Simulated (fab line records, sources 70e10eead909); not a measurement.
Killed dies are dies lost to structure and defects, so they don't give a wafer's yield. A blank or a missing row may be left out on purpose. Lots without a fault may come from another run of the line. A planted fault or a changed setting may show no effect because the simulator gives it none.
Tool commonality check | flow nand_harc | 12 lots, 36 wafers sampled

WHY IT WAS OPENED
At NHARC_END_SORT_01 the reading killed_at_array is flagged on 2 of 12 lots. Wafers without a fault read 25, standard deviation 9.2.
Rule: a lot is flagged when every wafer of it that has a number lies more than 4 standard deviations from that mean, or none has a number. The other lots count as sound.

lot  | measured     | on        | killed_at_array, wafer by wafer | flag
L215 | day 19 19:08 | prober-01 | 543 534 551                     | FLAGGED
L213 | day 20 03:02 | prober-01 | 31 22 30                        |
L218 | day 20 15:04 | prober-02 | 545 557 543                     | FLAGGED
L221 | day 21 18:38 | prober-02 | 29 23 23                        |
L224 | day 22 10:40 | prober-01 | 20 21 20                        |
L226 | day 23 03:07 | prober-01 | 12 10 13                        |
L227 | day 24 00:28 | prober-01 | 25 37 36                        |
L231 | day 24 00:30 | prober-02 | 30 25 27                        |
L228 | day 24 08:14 | prober-02 | 19 14 21                        |
L230 | day 24 08:17 | prober-01 | 12 12 14                        |
L229 | day 24 16:02 | prober-02 | 29 31 37                        |
L233 | day 24 17:45 | prober-01 | 17 16 15                        |
The numbers of the flagged lots are 546 on average: +520 against the usual, or +57 standard deviations.

WHICH TOOL RAN EACH LOT
The record holds 4 process steps before the reading, out of a route of 1159 steps. In each cell: the tool, then ch and the chambers that the sampled wafers went through, then the start.
lot  | flag    | NHARC_A_STAIRCASE_HM_DEP_462  | NHARC_A_STAIRCASE_STRIP_316                   | NHARC_A_STAIRCASE_STRIP_476        | NHARC_A_STAIRCASE_CVD_552
L215 | FLAGGED | acl_dep-01 ch 0, day 12 13:18 | rie_diel-05 ch 0,2,3, day 12 20:04 or earlier | rie_diel-02 ch 1,2,3, day 12 20:04 | lpcvd-01 ch 1, day 13 04:36
L213 |         | acl_dep-02 ch 0, day 12 05:09 | rie_diel-05 ch 0,2,3, day 12 12:04 or earlier | rie_diel-13 ch 1,2,3, day 12 12:04 | lpcvd-01 ch 0, day 12 21:24
L218 | FLAGGED | acl_dep-02 ch 0, day 13 11:01 | rie_diel-05 ch 0,1,2, day 13 17:42 or earlier | rie_diel-13 ch 1,2,3, day 13 17:42 | lpcvd-02 ch 0, day 14 02:17
L221 |         | acl_dep-03 ch 0, day 14 01:56 | rie_diel-05 ch 1,2,3, day 14 08:28 or earlier | rie_diel-02 ch 0,1,3, day 14 08:28 | lpcvd-02 ch 1, day 14 21:34
L224 |         | acl_dep-03 ch 0, day 15 04:13 | rie_diel-13 ch 0,1,3, day 15 12:42 or earlier | rie_diel-02 ch 0,1,2, day 15 12:42 | lpcvd-01 ch 1, day 15 18:08
L226 |         | acl_dep-01 ch 0, day 14 23:05 | rie_diel-05 ch 0,1,2, day 15 05:14 or earlier | rie_diel-02 ch 1,2, day 15 05:14   | lpcvd-02 ch 1, day 15 13:47
L227 |         | acl_dep-01 ch 0, day 16 08:22 | rie_diel-13 ch 0,1,3, day 16 15:02 or earlier | rie_diel-02 ch 0,3, day 16 15:02   | lpcvd-02 ch 0, day 16 23:35
L231 |         | acl_dep-03 ch 0, day 16 12:31 | rie_diel-05 ch 0,2,3, day 16 19:06 or earlier | rie_diel-02 ch 0,3, day 16 19:06   | lpcvd-01 ch 1, day 17 04:01
L228 |         | acl_dep-03 ch 0, day 15 21:47 | rie_diel-13 ch 1,2,3, day 16 06:58 or earlier | rie_diel-02 ch 0,1,3, day 16 06:58 | lpcvd-02 ch 0, day 16 15:31
L230 |         | acl_dep-01 ch 0, day 16 10:11 | rie_diel-13 ch 0,1,2, day 16 16:51 or earlier | rie_diel-13 ch 0,1,3, day 16 16:51 | lpcvd-02 ch 0, day 16 23:35
L229 |         | acl_dep-03 ch 0, day 16 16:34 | rie_diel-13 ch 0,1, day 16 23:38 or earlier   | rie_diel-13 ch 0,1, day 16 23:38   | lpcvd-02 ch 0, day 17 08:13
L233 |         | acl_dep-01 ch 0, day 16 20:51 | rie_diel-13 ch 0,1,3, day 17 03:29 or earlier | rie_diel-02 ch 1,2,3, day 17 03:29 | lpcvd-02 ch 1, day 17 13:02
What these steps do:
- NHARC_A_STAIRCASE_HM_DEP_462: deposits aC, target thk 800 nm.
- NHARC_A_STAIRCASE_STRIP_316: strips in O2.
- NHARC_A_STAIRCASE_STRIP_476: strips in O2, time 20 s.
- NHARC_A_STAIRCASE_CVD_552: deposits SiNx, target thk 40 nm.
- NHARC_END_SORT_01

FLAGGED OVER TOTAL, TOOL BY TOOL (the gauges that took the reading come last)
step                         | tool        | lots run | flagged | share of the flagged lots | sound lots run after its first flagged lot
NHARC_A_STAIRCASE_HM_DEP_462 | acl_dep-01  | 5        | 1       | some                      | 4 (L226,L227,L230,L233)
NHARC_A_STAIRCASE_HM_DEP_462 | acl_dep-02  | 2        | 1       | some                      | 0
NHARC_A_STAIRCASE_HM_DEP_462 | acl_dep-03  | 5        | 0       | none                      | -
NHARC_A_STAIRCASE_STRIP_316  | rie_diel-05 | 6        | 2       | all                       | 3 (L221,L226,L231)
NHARC_A_STAIRCASE_STRIP_316  | rie_diel-13 | 6        | 0       | none                      | -
NHARC_A_STAIRCASE_STRIP_476  | rie_diel-02 | 8        | 1       | some                      | 7 (L221,L226,L224,L228,L227,L231,L233)
NHARC_A_STAIRCASE_STRIP_476  | rie_diel-13 | 4        | 1       | some                      | 2 (L230,L229)
NHARC_A_STAIRCASE_CVD_552    | lpcvd-01    | 4        | 1       | some                      | 2 (L224,L231)
NHARC_A_STAIRCASE_CVD_552    | lpcvd-02    | 8        | 1       | some                      | 7 (L221,L226,L228,L227,L230,L229,L233)
NHARC_END_SORT_01            | prober-01   | 7        | 1       | some                      | 6 (L213,L224,L226,L227,L230,L233)
NHARC_END_SORT_01            | prober-02   | 5        | 1       | some                      | 4 (L221,L231,L228,L229)
NHARC_A_STAIRCASE_STRIP_316 gives no start for some lots, so the hours and the order of its lots are those of NHARC_A_STAIRCASE_STRIP_476.

WHAT THE TABLE ALLOWS
1 row of the table ran every flagged lot: rie_diel-05 at NHARC_A_STAIRCASE_STRIP_316.
- rie_diel-05 at NHARC_A_STAIRCASE_STRIP_316: 2 of its 6 lots flagged. Sound lots ran on it after the first flagged one (L221, L226, L231), which a lasting fault on the whole tool wouldn't allow.
No row of the table ran every flagged lot and no sound lot after the first.

WHAT THE SIMULATOR HAD PUT IN
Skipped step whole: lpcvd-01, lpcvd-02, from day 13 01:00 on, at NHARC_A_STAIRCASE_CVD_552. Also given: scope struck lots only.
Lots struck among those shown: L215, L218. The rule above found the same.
